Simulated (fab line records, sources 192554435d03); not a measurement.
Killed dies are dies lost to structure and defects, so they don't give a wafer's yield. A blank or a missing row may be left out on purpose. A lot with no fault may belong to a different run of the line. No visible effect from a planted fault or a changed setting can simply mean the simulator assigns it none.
fab line records -- flow n5_finfet
record lots=5, wafers=15, last_day=17
route steps=1938 shown BEOL_M4@1099 BEOL_M5@1112 BEOL_M11@1536 PASSIVATION@1936
lots that met no fault: from a run of the same line without faults
start_h: start of the lot's first displayed wafer, in hours after the record's first day -- wait_h: time in hours since the lot's previous step -- " identical to the entry in the row above -- L1.1+2: several wafers, shown together as one row -- - no value, or no start given -- * or withheld: withheld -- < > ~ a bound
route shown NAME@n: NAME is a module with steps in the file, n the number in the route of the first one -- usual: mean/standard deviation of fault-free wafers -- same: alike in all rows -- chamber/n: place in a boat -- sites: per-site readings -- _std_site: how widely they spread, as a standard deviation -- _edge_site: the outer-site mean with the inner-site mean subtracted -- radius_mm: for every site, how far away it sits from the centre of the wafer -- mask NAME#n: copy n -- behind: the last tool/chamber to shape the wafer -- hold: cause of the lot's hold/its duration in hours/its outcome -- device: the transistor (n, p or np) that didn't switch -- end of line: at the end of the route, the tests of the same wafers -- a step with no rows: only its recipe -- killed: the dies lost at the first sort to structure and to defects; this is not the yield of the wafer -- map: per-die view of a wafer (x killed, . not killed, _ where there is no die)
set.NAME: the run value of the setting; set.NAME@STEP: its run value at that earlier step -- model.NAME: the simulator's own value behind a step, which no gauge read
a table for each step, a row for each wafer; lots at some steps of the route
services: from which hour (start_h, from the record's first day; less than 0 if before it) a tool's chamber was out of use, for how many hours, and why
## steps
# step N5_BEOL_M4_ANNEAL_95
# recipe temp_c=400, time_s=240, ambient=vacuum
# step N5_BEOL_M4_SPUTTER_96
# recipe material=Cu, target_thk_a=45, temp_c=-20, chamber_pressure_pa=0.07, power_w=withheld, time_s=8.29
# step N5_BEOL_M4_ECD_50
# recipe material=Cu, target_thk_a=3000
# step N5_BEOL_M4_ANNEAL_51
# recipe temp_c=225, time_s=90, ambient=N2
# step N5_BEOL_M4_CMP_52
# recipe stop_on=SiOC, t_overpolish_s=6.8, down_force_psi=1, platen_rpm=50, clearing_platen_down_force_psi=1.5, clearing_platen_rpm=50, post_cmp_clean=cu_alkaline, target_thk_nm=40, clearing_platen_pad_velocity_m_s=0.99484, pad_velocity_m_s=0.99484
# step N5_BEOL_M4_PRE_CLEAN_60
# recipe gas=NH3/H2, time_s=15, temp_c=*, rf_power_w=300
# step N5_BEOL_M4_CO_CAP_55
# recipe material=Co, target_thk_a=20, temp_c=200, precursor=CCTBA/H2, pressure_torr=30, time_s=102.1
# step N5_BEOL_M4_PRE_CLEAN_56
# recipe gas=NH3, time_s=15, temp_c=withheld, rf_power_w=300
# step N5_BEOL_M4_DEP_57
# recipe material=SiCN, target_thk_a=80, temp_c=withheld, precursor=3MS/NH3, pressure_torr=3, rf_w=202, time_s=14
# step N5_BEOL_M4_RC_MEAS_101
# usual DIBL_N=36.4/1.6, DIBL_P=36.2/1.8, IOFF_N=0.159/0.029, IOFF_P=0.21/0.034, ION_N=670/12, ION_P=459/8.2, SS_N=71.5/0.59, SS_P=73.2/0.54, VT_N=250/3.3, VT_P=-250/3.7
lot.wafer,tool,chamber,start_h,wait_h,DIBL_N[mV/V],DIBL_P[mV/V],IOFF_N[nA/um],IOFF_P[nA/um],ION_N[uA/um],ION_P[uA/um],SS_N[mV/dec],SS_P[mV/dec],VT_N[mV],VT_P[mV]
L458.1,prober-01,0,216.57,0.0,34.2,34.3,0.129,0.20,666,457,70.5,72.3,249,-251
L458.3,prober-01,0,216.57,0.0,35.8,36.2,0.162,0.22,677,465,72.7,73.8,246,-247
L458.4,prober-01,0,216.57,0.0,35.6,35.2,0.148,0.21,679,461,71.7,73.2,250,-246
L466.2,prober-02,0,258.55,0.2,37.3,36.2,0.170,0.20,668,459,71.8,73.3,249,-250
L466.3,prober-02,0,258.55,0.2,34.6,33.0,0.116,0.16,657,451,71.1,72.5,257,-251
L466.4,prober-02,0,258.55,0.2,39.6,39.0,0.220,0.24,690,466,71.7,73.3,247,-251
L463.1,prober-01,0,259.90,0.0,37.5,36.6,0.162,0.19,655,444,71.5,73.4,254,-254
L463.5,prober-01,0,259.90,0.0,35.2,35.0,0.129,0.17,660,451,71.4,72.3,253,-253
L463.6,prober-01,0,259.90,0.0,38.4,38.9,0.180,0.22,662,453,71.8,73.8,253,-252
L464.2,prober-01,0,272.58,0.2,38.0,35.7,0.173,0.21,672,455,71.8,73.6,247,-249
L464.3,prober-01,0,272.58,0.2,39.2,38.0,0.204,0.26,675,463,73.0,74.1,247,-246
L464.4,prober-01,0,272.58,0.2,37.6,36.4,0.166,0.23,677,465,71.0,72.7,249,-249
L473.1,prober-02,0,310.94,0.0,37.1,37.5,0.159,0.17,675,452,71.4,72.2,250,-256
L473.2,prober-02,0,310.94,0.0,38.1,38.0,0.164,0.18,668,445,71.3,73.0,249,-256
L473.4,prober-02,0,310.94,0.0,37.7,37.7,0.155,0.17,675,447,72.1,72.6,251,-258
# step N5_BEOL_M5_ILD_DEP_00
# recipe material=SiCOH_lowk, target_thk_a=1406.4, temp_c=300, precursor=DEMS/porogen, pressure_torr=5, rf_w=500, time_s=25.9
# step N5_BEOL_M5_CURE_79
# recipe temp_c=385, time_s=240, ambient=He/Ar, material=SiCOH_lowk
# step N5_BEOL_M5_PECVD_70
# recipe material=SiO2, target_thk_a=160, temp_c=400, precursor=TEOS/O2, pressure_torr=5.5, rf_w=450, teos_flow_sccm=53.8, gas=O2, flow_sccm=3000, time_s=18
# step N5_BEOL_M5_HM_DEP_02
# recipe material=TiN, target_thk_a=200, temp_c=25, chamber_pressure_pa=0.49996
# step N5_BEOL_M5_COAT_59
# recipe resist=SOC, temp_c=250, time_s=60, spin_rpm=1500, resist_thk_nm=60
# step N5_BEOL_M5_COAT_60
# recipe resist=SiARC, temp_c=220, time_s=60, spin_rpm=1500, resist_thk_nm=12
# step N5_BEOL_M5_COAT_71
# recipe resist=underlayer, temp_c=205, time_s=60, spin_rpm=1500, resist_thk_nm=5
# step N5_BEOL_M5_COAT_05
# recipe resist=CAR-EUV, spin_rpm=1500, resist_thk_nm=30
# step N5_BEOL_M5_EBR_07
# recipe solvent=PGMEA, ebr_width_mm=1.5
# step N5_BEOL_M5_SOFTBAKE_06
# recipe temp_c=110, time_s=60, resist=CAR-EUV
# step N5_BEOL_M5_EXPOSE_08
# recipe mask_id=M5, na=0.33, source_shape=annular, sigma_inner=0.4, sigma_outer=0.8, polarization=unpolarized, target_cd_nm=28, dose_mj=35.75
# step N5_BEOL_M5_PEB_09
# recipe peb_temp_c=100, peb_time_s=60, resist=CAR-EUV
# step N5_BEOL_M5_DEVELOP_10
# recipe develop_time_s=30, developer=TMAH, resist=CAR-EUV, rinse_liquid=surfactant_rinse, dry=air_spin, dev_temp_c=23
# step N5_BEOL_M5_DESCUM_16
# recipe chemistry=O2, time_s=7, source_power_w=50, bias_power_w=20, pressure_mtorr=20, rf_frequency_hz=2.712e+07, temp_c=40, resist=CAR-EUV, o2_flow_sccm=225
# step N5_BEOL_M5_ETCH_72
# recipe chemistry=N2/H2, target=underlayer, target_depth_a=65, mask_material=CAR-EUV, time_s=5.2, ion_energy_ev=200, pressure_mtorr=30, source_w=840, bias_w=150, n2_flow_sccm=200, h2_flow_sccm=200, ends=cleared
# step N5_BEOL_M5_ETCH_61
# recipe chemistry=CF4, target=SiARC, target_depth_a=156, mask_material=CAR-EUV, time_s=26, ion_energy_ev=80, pressure_mtorr=40, source_w=545, bias_w=36, Ar_flow_sccm=100, cf4_flow_sccm=100, ends=cleared
# step N5_BEOL_M5_ETCH_62
# recipe chemistry=N2/H2, target=SOC, target_depth_a=750, overetch_a=150, mask_material=SiARC, temp_c=40, time_s=112.5, ion_energy_ev=200, pressure_mtorr=30, source_w=840, bias_w=150, n2_flow_sccm=200, h2_flow_sccm=200
# step N5_BEOL_M5_STRIP_63
# recipe chemistry=N2/H2, temp_c=40, n2_flow_sccm=200, h2_flow_sccm=200, rf_frequency_hz=6e+07
# step N5_BEOL_M5_STRIP_73
# recipe chemistry=N2/H2, temp_c=40, n2_flow_sccm=200, h2_flow_sccm=200, rf_frequency_hz=6e+07
# step N5_BEOL_M5_STRIP_64
# recipe chemistry=CF4, resist=SiARC, power_w=300, bias_power_w=75, pressure_mtorr=50, cf4_flow_sccm=150, rf_frequency_hz=6e+07
# step N5_BEOL_M5_HM_OPEN_17
# recipe chemistry=Cl2/BCl3, target_depth_a=200, overetch_a=60, target=TiN, mask_material=SOC, ion_energy_ev=150, pressure_mtorr=10, icp_w=1000, bias_w=126, Cl2_flow_sccm=53.25, bcl3_flow_sccm=21.75, Ar_flow_sccm=25
# step N5_BEOL_M5_STRIP_19
# recipe chemistry=O2, power_w=400, temp_c=40, pressure_mtorr=30, rf_frequency_hz=6e+07, bias_power_w=0, overash_fraction=0.2, o2_flow_sccm=225
# step N5_BEOL_M5_COAT_65
# recipe resist=SOC, temp_c=250, time_s=60, spin_rpm=1500, resist_thk_nm=60
# step N5_BEOL_M5_COAT_66
# recipe resist=SiARC, temp_c=220, time_s=60, spin_rpm=1500, resist_thk_nm=12
# step N5_BEOL_M11_ILD_DEP_00
# recipe material=SiCOH_lowk, target_thk_a=3085.1, temp_c=300, precursor=DEMS/porogen, pressure_torr=5, rf_w=500, time_s=58
# usual chamber_pressure_Torr=4.999/0.011, heater_power_outer_w=155/42, heater_power_w=333/63, run_length_s=100.6/0.57, showerhead_plenum_p_Torr=5.741/0.015, throttle_valve_pct=14.0/1
lot.wafer,tool,chamber,start_h,wait_h,chamber_pressure_Torr,heater_power_outer_w,heater_power_w,run_length_s,showerhead_plenum_p_Torr,throttle_valve_pct,model.SiCOH_lowk_of_BEOL_M11_ILD_DEP_00.thk_nm
L458.1,pecvd-04,1,274.43,0.0,5.004,142,317,100.3,5.741,13.8,305.8
L458.3,pecvd-04,2,274.43,0.0,4.986,155,308,100.3,5.719,12.9,308.2
L458.4,pecvd-04,1,274.43,0.0,5.002,152,328,100.6,5.738,13.6,312.4
L466.2,pecvd-04,1,312.51,0.0,5.011,172,361,69.5,5.736,14.0,150
L466.3,pecvd-04,2,312.51,0.0,5.012,155,319,100.4,5.716,12.7,308.6
L466.4,pecvd-04,1,312.51,0.0,4.994,175,363,69.9,5.730,13.9,154
L463.1,pecvd-04,1,320.20,0.0,4.995,134,307,70.4,5.718,14.0,148.8
L463.5,pecvd-04,2,320.20,0.0,4.993,156,305,100.6,5.711,12.8,311.6
L463.6,pecvd-04,0,320.20,0.0,5.004,187,377,100.0,5.755,13.7,313.2
L464.2,pecvd-04,1,328.66,0.0,4.996,142,312,69.4,5.740,13.8,146.4
L464.3,pecvd-04,2,328.66,0.0,5.005,159,326,100.4,5.711,13.0,306.8
L464.4,pecvd-04,2,328.66,0.0,5.014,105,247,101.2,5.724,12.9,310.8
L473.1,pecvd-02,2,367.51,0.0,4.999,149,316,101.7,5.740,13.5,305
L473.2,pecvd-02,0,367.51,0.0,5.000,98,296,100.3,5.752,13.4,305
L473.4,pecvd-02,1,367.51,0.0,4.994,122,284,100.5,5.735,14.4,310
# step N5_BEOL_M11_THK_MEAS_01
# recipe reads=SiCOH_lowk_of_BEOL_M11_ILD_DEP_00
# usual M11_ILD_THK=268/3.6
lot.wafer,tool,chamber,start_h,wait_h,M11_ILD_THK[nm]
L458.1,film_metro-02,-,275.50,0.8,266
L458.3,film_metro-02,-,275.50,0.8,268
L458.4,film_metro-02,-,275.50,0.8,271
L466.2,film_metro-01,-,313.59,0.7,129
L466.3,film_metro-01,-,313.59,0.7,268
L466.4,film_metro-01,-,313.59,0.7,132
L463.1,film_metro-01,-,321.34,0.8,128
L463.5,film_metro-01,-,321.34,0.8,271
L463.6,film_metro-01,-,321.34,0.8,272
L464.2,film_metro-02,-,329.25,0.4,126
L464.3,film_metro-02,-,329.25,0.4,267
L464.4,film_metro-02,-,329.25,0.4,270
L473.1,film_metro-01,-,368.10,0.4,265
L473.2,film_metro-01,-,368.10,0.4,265
L473.4,film_metro-01,-,368.10,0.4,269
# step N5_BEOL_M11_CMP_52
# recipe stop_on=SiCOH_lowk, t_overpolish_s=7, down_force_psi=1, platen_rpm=50, clearing_platen_down_force_psi=1.5, clearing_platen_rpm=50, post_cmp_clean=cu_alkaline, target_thk_nm=140, clearing_platen_pad_velocity_m_s=0.99484, pad_velocity_m_s=0.99484
# usual motor_current_A=6.0/0.7, pad_life_wafers=1034/500, platen_rpm=50.00/0.036
lot.wafer,tool,chamber,start_h,wait_h,motor_current_A,pad_life_wafers,platen_rpm,model.SiCOH_lowk_of_BEOL_M11_ILD_DEP_00.thk_nm
L458.1,cmp-03,3,282.17,0.3,5.9,1009,50.00,262.6
L458.3,cmp-03,0,282.17,0.3,5.9,1010,50.02,264.8
L458.4,cmp-03,1,282.17,0.3,6.4,1011,50.06,268.4
L466.2,cmp-03,2,321.63,0.2,5.4,1332,49.97,126.2
L466.3,cmp-03,3,321.63,0.2,6.5,1333,50.05,265.2
L466.4,cmp-03,1,321.63,0.2,6.2,1335,49.98,129.6
L463.1,cmp-01,0,328.73,0.3,5.6,157,49.99,125.2
L463.5,cmp-01,3,328.73,0.3,6.2,-,49.99,267.8
L463.6,cmp-01,0,328.73,0.3,5.5,-,50.01,269
L464.2,cmp-01,0,336.99,0.2,5.4,228,50.01,123
L464.4,cmp-01,2,336.99,0.2,7.1,230,49.98,267
L464.3,cmp-01,3,336.99,0.2,6.4,231,49.94,263.6
L473.1,cmp-01,1,374.52,0.3,4.8,528,50.00,261.8
L473.2,cmp-01,2,374.52,0.3,7.2,529,50.02,261.8
L473.4,cmp-01,3,374.52,0.3,6.2,530,49.98,266.2
# step N5_PASSIVATION_PROBE_49
# usual defect_limited_yield=91.1/1.5, killed_at_M0_to_M3=33/9.9, killed_at_M4_up=14/5.2, killed_at_contacts=12/6.7, killed_at_front_end=43/13, killed_at_other=3.4/2.7, killed_dies=105/17, killed_on_rim=14/4.2, killed_open=69/13, killed_short=33/7.5, sort_bin_5_function=5.2/0.91, sort_bin_6_memory=3.3/0.71, sort_n_pass=1075/17, sort_yield_pct=91.1/1.5
# same gross_dies=1180, killed_at_back_side=0, sort_bin_4_leakage[%]=0, sort_bin_8_speed[%]=0
lot.wafer,tool,chamber,start_h,wait_h,defect_limited_yield[%],killed_at_M0_to_M3,killed_at_M4_up,killed_at_contacts,killed_at_front_end,killed_at_other,killed_dies,killed_on_rim,killed_open,killed_short,sort_bin_5_function[%],sort_bin_6_memory[%],sort_n_pass,sort_yield_pct[%]
L466.2,prober-02,-,360.28,0.1,1.3,45,1070,20,28,2,1165,151,70,32,5.3,3.1,15,1.3
L466.4,prober-02,-,360.38,0.2,0.8,31,1090,9,31,10,1171,150,49,38,4.2,3.1,9,0.8
L463.1,prober-01,-,365.05,0.1,0.5,32,1079,5,57,1,1174,149,81,30,5.3,3.9,6,0.5
L464.2,prober-02,-,370.13,0.1,0.7,32,1083,5,48,4,1172,152,70,35,5.3,3.4,8,0.7
# killed by level:class
L466.2 BEOL_M11:area_dep=1061 BEOL_M2:geometric_particle:open=22 MOL_CONTACT_COAG:geometric_particle:open=19 FIN_SAQP:geometric_particle:short=9 BEOL_M3:geometric_particle:open=6 BEOL_M4:geometric_particle:short=5 STI_FIN_REVEAL:geometric_particle:open=4 BEOL_M0_SAQP:geometric_particle:short=4
L466.4 BEOL_M11:area_dep=1082 BEOL_M1:geometric_particle:open=9 FIN_SAQP:geometric_particle:short=8 BEOL_M2:geometric_particle:open=8 MOL_CONTACT_COAG:geometric_particle:open=7 BEOL_M0_SAQP:geometric_particle:short=7 STI_FIN_REVEAL:geometric_particle:open=5 FIN_SAQP:geometric_particle:open=4
L463.1 BEOL_M11:area_dep=1061 FIN_SAQP:geometric_particle:open=11 FIN_SAQP:geometric_particle:short=10 STI_FIN_REVEAL:geometric_particle:open=10 BEOL_M2:geometric_particle:open=10 BEOL_M4:geometric_particle:open=8 DUMMY_GATE:geometric_particle:open=6 BEOL_M0_SAQP:geometric_particle:open=6
L464.2 BEOL_M11:area_dep=1067 STI_FIN_REVEAL:geometric_particle:open=19 BEOL_M0_SAQP:geometric_particle:open=10 STI_FIN_REVEAL:geometric_particle:short=8 BEOL_M2:geometric_particle:open=8 FIN_SAQP:geometric_particle:short=7 BEOL_M4:geometric_particle:open=7 MOL_CONTACT_COAG:geometric_particle:open=5
# map L463.1 (x killed, . not)
_________________xxx.xxxxxxxx________________
______________xxxxxxxxxxxxxxxxxx_____________
___________xxxxxxxxxxxxxxxxxxxxxxxx__________
__________xxxxxxxxxxxxxxxxxxxxxxxxxx_________
________xxxxxxxxxxxxxxxxxxxxxxxxxxxxxx_______
_______xxxxxxxxxxxxxxxxxxxxxxxxxxxxxxxx______
______xxxxxxxxxxxxxxxxxxxxxxxxxxxxxxxxxx_____
_____xxxxxxxxxxxxxxxxxxxxxxxxxxxxxxxxxxxx____
____xxxxxxxxxxxxxxxxxxxxxxxxxxxxxxxxxxxxxx___
___xxxxxxxxxxxxxxxxxxxxxxxxxxxxxxxxxxxxxxxx__
___xxxxxxxxxxxxxxxxxxxxxxxxxxxxxxxxxxxxxxxx__
__xxxxxxxxxxxxxxxxxxxxxxxxxxxxxxxxxxxxxxxxxx_
__xxxxxxxxxxxxxxxxxxxxxxxxxxxxxxxxxxxxxxxxxx_
_xxxxxxxxxxxxxxxxxxxxxxxxxxxxxxxxxxxxxxxxxxxx
_xxxxxxxxxxxxxxxxxxxxxxxxxxxxxxxxxxxxxxxxxxxx
_xxxxxxxxxxxxxxxxxxxxxxxxxxxxxxxxxxxxxxxxxxxx
_xxxxxxxxxxxxxxxxxxxxxxxxxxxxxxxxxxxxxxxxxxxx
_xxxxxxxxxxxxxxxxxxxxxxxxxxxxxxxxxxxxxxxxxxxx
_xxxxxxxxxxxxxxxxxxxxxxxxxxxxxxxxxxxxxxxxxxxx
_xxxxxxxxxxxxxxxxxxxxxxxxxxxxxxxxxxxxxxxxxxxx
_xxxxxxxxxxxx.xxxxxxxxxxxxxxxxxxxxxxxxxxxxxxx
__xxxxxxxxxxxxxxxxxxxxxxxxxxxxxxxxxxxxxxxxxx_
__xxxxxx.xxxxxxxxxxxxxxxxxxxxxxxxxxxxxxxxxxx_
___xxxxxxxxxxxxxxxxxxxxxxxxxxxx.xxxxxxxxxxx__
___xxxxxxxxxxxxxxxxxxxxxxxxxxxxxxxxxxxxxxxx__
____xxxxxxxxxxxxxxxxxxxxxxxxxxxxxxxxxxxxxx___
_____xxxxxxxxxxxxxxxxxxxxxxxxxxxxxxxxxxxx____
______xxxxxxxxxxxxxxxxxxxxxxxxxxxxxxxxxx_____
_______xxxxxxxxxxxxxxxxxxxxxxxxxxxxxxxx______
________xxxxxxxxxxxxxxxxxxxxxxxxxxxxxx_______
__________xxxxxxxxxxxxxxxxxxxxxxxxxx_________
___________xxxxxxxxxxxxxxxxxxxxxxxx__________
______________xxxxxxxxxxxxxxxx.x_____________
_________________xx.xxxxxxxxx________________
# map L464.2 (x killed, . not)
_________________xxxxxxxxxxxx________________
______________xxxxxx.xxxxxxxxxxx_____________
___________xxxxxxxxxxxxxxxxxxxxxxxx__________
__________xxxxxxxxxxxxxxxxxxxxxxxxxx_________
________xxxxxxxxxxxxx.xxxxxxxxxxxxxxxx_______
_______xxxxxxxxxxxxxxxxxxxxxxxxxxxxxxxx______
______xxxxxxxxxxxxxxxxxxxxxxxxxxxxxxxxxx_____
_____xxxxxxxxxxxxxxxxxxxxxxxxxxxxxxxxxxxx____
____xx.xxxxxxxxxxxxxxxxxxxxxxxxxxxxxxxxxxx___
___xxxxxxxxxxxxxxxxxxxxxxxxxxxxxxxxxxxxxxxx__
___xxxxxxxxxxxxxxxxxxxxxxxxxxxxxxxxxxxxxxxx__
__xxxxxx.xxxxxxxxxxxxxxxxxxxxxxxxxxxxxxxx.xx_
__xxxxxxxxxxxxxxxxxxxxxxxxxxxxxxxxxxxxxxxxxx_
_xxxxxxxxxxxxxxxxxxxxxxxxxxxxxxxxxxxxxxxxxxxx
_x.xxxxxxxxxxxxxxxxxxxxxxxxxxxxxxxxxxxxxxxxxx
_xxxxxxxxxxxxxxxxxxxxxxxxxxxxxxxxxxxxxxxxxxxx
_xxxxxxxxxxxxxxxxxxxxxxxxxxxxxxxxxxxxxxxxxxxx
_xxxxxxxxxxxxxxxxxxxxxxxxxxxxxxxxxxxxxxxxxxxx
_xxxxxxxxxxxxxxxxxxxxxxxxxxxxxxxxxxxxxxxxxxxx
_xxxxxxxxxxxxxxxxxxxxxxxxxxxxxxxxxxxxxxxxxxxx
_xxxxxxxxxxxxxxxxxxxxxxxxxxxxxxxxxxxxxxxxxxxx
__xxxxxxxxxxxxxxxxxxxxxxxxxxxxxxxxxxxxxxxxxx_
__xxxxxxxxxxxxxxxxxxxxxxxxxxxxxxxxxxxxxxxxxx_
___xxxxxxxxx.xxxxxxxxxxxxxxxxxxxxxxxxxxxxxx__
___xxxxxxxxxxxxxxxxxxxxxxxxxxxxxxxxxxxxxxxx__
____xxxxxxxxxxxxxxxxxxxxxxxxxxxxxxxxxxxxxx___
_____xxxxxxxxxxxxx.xxxxxxxxxxxxxxxxxxxxxx____
______xxxxxxxxxxxxxxxxxxxxxxxxxxxxxxxxxx_____
_______xxxxxxxxxxxxxxxxxxxxxxxxxxxxxxxx______
________xxxxxxxxxxxxxxxxxxxxxxxxxxxxxx_______
__________xxxxxxxxxxxxxxxxxxxxxxxxxx_________
___________xxxxxxxxxxxxxxxxxxxxxxxx__________
______________xxxxxxxxxxxxxxxxxx_____________
_________________xxxxxxxxxxxx________________
## services
tool,chamber,start_h,hours,kind
cmp-03,-,263.43,1.4,repair
pecvd-02,2,271.16,5.5,scheduled_down
cmp-03,-,286.11,1.6,repair
pecvd-02,0,298.62,5.5,scheduled_down
cmp-01,-,308.39,4.0,pm
cmp-01,-,312.39,-,consumable_replace:conditioner
cmp-01,-,312.39,-,consumable_replace:pad
cmp-03,-,312.96,3.8,pm
cmp-03,-,324.97,5.1,pm
pecvd-02,0,331.53,2.1,scheduled_down
cmp-01,-,348.38,5.5,pm
pecvd-04,2,349.70,5.5,scheduled_down
cmp-03,-,356.03,0.4,repair
## key
first_sign step=N5_BEOL_M11_ILD_DEP_00, reading=run_length_s, direction=down, sigmas=54, usual=*, struck=*
effect step=N5_BEOL_M11_THK_MEAS_01, reading=M11_ILD_THK, direction=down, sigmas=39, usual=268, struck=129
effect step=N5_PASSIVATION_PROBE_49, reading=killed_at_M4_up, direction=up, sigmas=99+, usual=14, struck=1080
model_effect step=N5_BEOL_M11_ILD_DEP_00, value=SiCOH_lowk_of_BEOL_M11_ILD_DEP_00.thk_nm, without=309.2, struck=149.8
model_effect step=N5_BEOL_M11_CMP_52, value=SiCOH_lowk_of_BEOL_M11_ILD_DEP_00.thk_nm, without=265.6, struck=126
more_kills_born_at N5_BEOL_M11_ILD_DEP_00@pecvd-04=4271
met_at N5_BEOL_M11_ILD_DEP_00
struck_wafers L463.1,L464.2,L466.2,L466.4
later_rows_left_out L463.1,L464.2,L466.2,L466.4
onset_between 274.43 312.51
fault kind=process_parameter_drift, tool=pecvd-04, chamber=1, onset_h=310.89, steps=N5_BEOL_M11_ILD_DEP_00, channel=time_s, offset=*, shape=step, end_h=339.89, acts_in=*, stated=*
# later_rows_left_out: the simulator's readings of these wafers behind a module that went badly wrong aren't trusted and aren't shown, but for the sort
